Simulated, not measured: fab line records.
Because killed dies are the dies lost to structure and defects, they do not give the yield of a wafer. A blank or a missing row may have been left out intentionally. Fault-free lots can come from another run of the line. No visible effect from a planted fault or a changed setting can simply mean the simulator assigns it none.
Which tool is to blame? + flow nand_harc + Sampling: 24 lots, 72 wafers, 3 of 1159 route steps

== WHAT THE GAUGES READ, wafer by wafer ==
NHARC_A_ONON_D1_THK_MEAS_14: measures by ellipsometry.
| lot  | measured     | on            | thk_nm (nm)    |
|------|--------------|---------------|----------------|
| L074 | day 7 16:05  | film_metro-01 | 996 995 996    |
| L076 | day 7 21:29  | film_metro-01 | 1001 1000 1002 |
| L075 | day 7 21:31  | film_metro-02 | 1002 1003 1002 |
| L077 | day 8 18:08  | film_metro-02 | 1003 1003 1004 |
| L078 | day 8 18:10  | film_metro-01 | 978 979 980    |
| L079 | day 8 23:36  | film_metro-02 | 986 987 984    |
| L080 | day 8 23:37  | film_metro-01 | 1003 1005 1003 |
| L081 | day 9 10:19  | film_metro-01 | 1014 1016 1015 |
| L084 | day 9 16:50  | film_metro-02 | 990 991 991    |
| L082 | day 9 16:50  | film_metro-02 | 1013 1014 1012 |
| L083 | day 9 21:35  | film_metro-02 | 1006 1005 1004 |
| L088 | day 11 02:01 | film_metro-01 | 998 998 998    |
| L085 | day 11 02:02 | film_metro-02 | 1011 1010 1008 |
| L086 | day 11 10:01 | film_metro-01 | 994 996 996    |
| L089 | day 11 17:47 | film_metro-02 | 994 994 993    |
| L090 | day 11 17:55 | film_metro-02 | 998 998 998    |
| L087 | day 11 18:09 | film_metro-01 | 1005 1006 1004 |
| L091 | day 11 22:19 | film_metro-02 | 992 990 992    |
| L092 | day 12 06:19 | film_metro-01 | 1008 1009 1009 |
| L095 | day 12 11:16 | film_metro-01 | 1010 1010 1009 |
| L093 | day 12 11:17 | film_metro-02 | 1020 1020 1021 |
| L094 | day 12 14:55 | film_metro-01 | 1000 1002 997  |
| L096 | day 13 05:43 | film_metro-01 | 999 1000 1000  |
| L097 | day 13 16:13 | film_metro-02 | 1006 1007 1008 |

NHARC_A_CHANNEL_HOLE_D1_CD_MEAS_18.
| lot  | measured     | on        | cd_nm (nm)       |
|------|--------------|-----------|------------------|
| L074 | day 8 08:41  | cd_sem-02 | 102.5 98.0 96.8  |
| L076 | day 8 13:51  | cd_sem-02 | 98.5 97.8 103.2  |
| L075 | day 8 15:26  | cd_sem-01 | 98.2 95.0 99.4   |
| L077 | day 9 08:58  | cd_sem-01 | 97.9 99.8 98.3   |
| L078 | day 9 08:49  | cd_sem-02 | 101.5 97.1 95.4  |
| L079 | day 9 13:22  | cd_sem-02 | 102.0 96.9 102.0 |
| L080 | day 9 13:31  | cd_sem-02 | 99.8 99.3 96.4   |
| L081 | day 10 00:15 | cd_sem-02 | 101.6 102.3 99.9 |
| L084 | day 10 13:35 | cd_sem-02 | 103.2 100.7 98.1 |
| L082 | day 10 13:22 | cd_sem-01 | 99.5 99.4 100.8  |
| L083 | day 10 11:38 | cd_sem-02 | 101.2 99.7 101.1 |
| L088 | day 11 17:50 | cd_sem-03 | 97.3 96.5 96.3   |
| L085 | day 11 17:22 | cd_sem-03 | 100.1 99.4 100.8 |
| L086 | day 12 01:30 | cd_sem-03 | 99.9 98.0 101.4  |
| L089 | day 12 08:31 | cd_sem-01 | 99.1 98.3 98.6   |
| L090 | day 12 08:01 | cd_sem-02 | 97.4 97.1 97.9   |
| L087 | day 12 08:58 | cd_sem-02 | 101.9 98.7 100.8 |
| L091 | day 12 12:49 | cd_sem-02 | 95.4 105.8 96.3  |
| L092 | day 12 23:26 | cd_sem-01 | 101.2 98.4 105.0 |
| L095 | day 13 00:45 | cd_sem-02 | 97.0 95.7 97.1   |
| L093 | day 13 00:28 | cd_sem-01 | 98.1 100.1 94.6  |
| L094 | day 13 05:47 | cd_sem-01 | 95.9 98.2 97.3   |
| L096 | day 13 23:23 | cd_sem-02 | 104.4 99.4 97.2  |
| L097 | day 14 06:47 | cd_sem-03 | 97.9 99.7 95.2   |

== WHAT TOOL EACH LOT RAN ON (gives the tool, then ch and the chambers of the sampled wafers, and finally the start) ==
| lot  | NHARC_A_CHANNEL_HOLE_D1_ETCH_39               |
|------|-----------------------------------------------|
| L074 | rie_diel-12 ch 1,2,3, day 8 08:41 or earlier  |
| L076 | rie_diel-12 ch 0,1,2, day 8 13:51 or earlier  |
| L075 | rie_diel-01 ch 0,1,3, day 8 15:26 or earlier  |
| L077 | rie_diel-07 ch 0,3, day 9 08:58 or earlier    |
| L078 | rie_diel-01 ch 0,1,3, day 9 08:49 or earlier  |
| L079 | rie_diel-01 ch 0,1,3, day 9 13:22 or earlier  |
| L080 | rie_diel-07 ch 0,1,2, day 9 13:31 or earlier  |
| L081 | rie_diel-12 ch 1,2, day 10 00:15 or earlier   |
| L084 | rie_diel-12 ch 0,2,3, day 10 13:35 or earlier |
| L082 | rie_diel-01 ch 0,1,2, day 10 13:22 or earlier |
| L083 | rie_diel-07 ch 0,3, day 10 11:38 or earlier   |
| L088 | rie_diel-01 ch 1,2,3, day 11 17:50 or earlier |
| L085 | rie_diel-07 ch 1,2,3, day 11 17:22 or earlier |
| L086 | rie_diel-07 ch 1,2,3, day 12 01:30 or earlier |
| L089 | rie_diel-12 ch 1,3, day 12 08:31 or earlier   |
| L090 | rie_diel-07 ch 0,1,3, day 12 08:01 or earlier |
| L087 | rie_diel-12 ch 0,2,3, day 12 08:58 or earlier |
| L091 | rie_diel-01 ch 0,1, day 12 12:49 or earlier   |
| L092 | rie_diel-12 ch 0,3, day 12 23:26 or earlier   |
| L095 | rie_diel-01 ch 1,2, day 13 00:45 or earlier   |
| L093 | rie_diel-07 ch 0,1, day 13 00:28 or earlier   |
| L094 | rie_diel-07 ch 0,2,3, day 13 05:47 or earlier |
| L096 | rie_diel-01 ch 0,2,3, day 13 23:23 or earlier |
| L097 | rie_diel-07 ch 1,2,3, day 14 06:47 or earlier |
- NHARC_A_CHANNEL_HOLE_D1_ETCH_39: etches the open film in N2/H2, target depth 260 nm, time 325 s.

== AS READ BY THE TOOLS THEMSELVES (means over the sampled wafers that have a number; for cases with no such wafer, the mark the record gives instead) ==
NHARC_A_CHANNEL_HOLE_D1_ETCH_39.
| lot  | tool        | drypump_motor_current_A (A) | oes_product_au (a.u.) | rf_vpp_V (V) | showerhead_plenum_p_Torr (Torr) | throttle_valve_pct (%) |
|------|-------------|-----------------------------|-----------------------|--------------|---------------------------------|------------------------|
| L074 | rie_diel-12 | 5.7                         | 0.997                 | 433          | 2.11                            | 14.175                 |
| L076 | rie_diel-12 | 6.2                         | 0.998                 | 435          | 2.20                            | 14.162                 |
| L075 | rie_diel-01 | 5.5                         | 1.004                 | 430          | 2.02                            | 14.164                 |
| L077 | rie_diel-07 | 6.0                         | 1.000                 | 429          | 1.97                            | 14.174                 |
| L078 | rie_diel-01 | 5.5                         | 1.006                 | 431          | 2.02                            | 14.169                 |
| L079 | rie_diel-01 | 5.5                         | 1.009                 | 430          | 2.02                            | 14.177                 |
| L080 | rie_diel-07 | 5.4                         | 1.011                 | 432          | 2.08                            | 14.177                 |
| L081 | rie_diel-12 | 5.9                         | 1.000                 | 435          | 2.20                            | 14.181                 |
| L084 | rie_diel-12 | 5.8                         | 0.994                 | 433          | 2.12                            | 14.171                 |
| L082 | rie_diel-01 | 5.6                         | 1.013                 | 429          | 2.01                            | 14.175                 |
| L083 | rie_diel-07 | 5.9                         | 1.018                 | 430          | 2.02                            | 14.173                 |
| L088 | rie_diel-01 | 5.6                         | 1.009                 | 429          | 2.03                            | 14.181                 |
| L085 | rie_diel-07 | 5.6                         | 1.004                 | 430          | 2.02                            | 14.161                 |
| L086 | rie_diel-07 | 5.6                         | 1.014                 | 430          | 2.02                            | 14.170                 |
| L089 | rie_diel-12 | 5.8                         | 1.001                 | 432          | 2.10                            | 14.174                 |
| L090 | rie_diel-07 | 5.6                         | 0.999                 | 430          | 2.02                            | 14.163                 |
| L087 | rie_diel-12 | 5.8                         | 0.998                 | 433          | 2.12                            | 14.161                 |
| L091 | rie_diel-01 | 5.2                         | 1.000                 | 431          | 2.08                            | 14.169                 |
| L092 | rie_diel-12 | 5.5                         | 1.000                 | 430          | 2.03                            | 14.166                 |
| L095 | rie_diel-01 | 5.2                         | 1.008                 | 432          | 2.09                            | 14.167                 |
| L093 | rie_diel-07 | 5.4                         | 1.007                 | 431          | 2.08                            | 14.167                 |
| L094 | rie_diel-07 | 5.9                         | 1.004                 | 430          | 2.02                            | 14.162                 |
| L096 | rie_diel-01 | 5.9                         | 1.012                 | 428          | 1.95                            | 14.173                 |
| L097 | rie_diel-07 | 5.6                         | 1.003                 | 430          | 2.02                            | 14.169                 |

== THE ANSWER, worked out from the rows above alone ==
Rule: what is usual is taken from the lots themselves. The widest of any qualifying gaps counts: lots, ordered by their means at a reading, are off when they make up no more than a third of the lots, leave a main group of 4 or more, and stand apart from it by 3 or more times the standard deviation of that group's means. If all means in a main group match to the digits the tables above print for the reading, that group is not used. Also off: a lot with no number at a reading for which 4 or more lots have one. Where the step has rows for the other lots, those lots are counted as sound. The gauges are gone through in route order, then the tools' own readings, and for those a lot's mean is taken as printed above. At the first step where some lot is off, the reading lying furthest off is the one used; lots without a number count as furthest.
Across all readings shown, no lot is off: no conclusion can be drawn from this.

== WHAT THE SIMULATOR HAD INSERTED ==
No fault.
